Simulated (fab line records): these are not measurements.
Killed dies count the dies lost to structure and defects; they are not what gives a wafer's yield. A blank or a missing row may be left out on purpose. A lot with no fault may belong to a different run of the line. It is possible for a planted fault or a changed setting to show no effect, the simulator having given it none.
Matching of chambers -- flow n5_finfet -- 4 sister chambers for N5_STI_FIN_REVEAL_ALD_14 on ald_sin-03
The step deposits Si3N4, target thk 3 nm. 4 wafers are shown with their chamber, then 10 later ones without.

WAFERS, EACH WITH ITS CHAMBER
wafer,chamber,heater_power_w (W)
L088.2,3,770
L088.6,1,888
L091.1,0,739
L091.4,2,809

WAFERS MISSING THEIR CHAMBER
wafer,heater_power_w (W)
L091.5,879
L094.1,729
L094.2,828
L094.3,891
L094.4,782
L094.5,868
L094.6,820
L096.1,749
L096.2,886
L096.3,753

CHAMBER TAKEN BY EACH
wafer,from the rows above,in truth
L091.5,1,1
L094.1,0,0
L094.2,2,2
L094.3,1,1
L094.4,can't be placed: 3 or 2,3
L094.5,1,1
L094.6,2,2
L096.1,can't be placed: 0 or 3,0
L096.2,1,1
L096.3,can't be placed: 0 or 3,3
Placed correctly: 7 of 10. Unplaceable from these rows: 3, with the true chamber sitting among the candidates in 3. Wrongly placed: 0.
How it was worked out, from the rows above alone: a wafer's distance from a chamber is the root of the sum, over the readings, of the square of ((its reading less the chamber's mean) divided by the reading's scatter). If the next closest chamber is less than 2 further off than the closest, the wafer can't be placed; otherwise it belongs to the closest. A chamber's mean is the mean of its shown wafers. The scatter: root of mean squared gap, hidden wafer to nearest shown wafer, with one shown wafer a chamber.
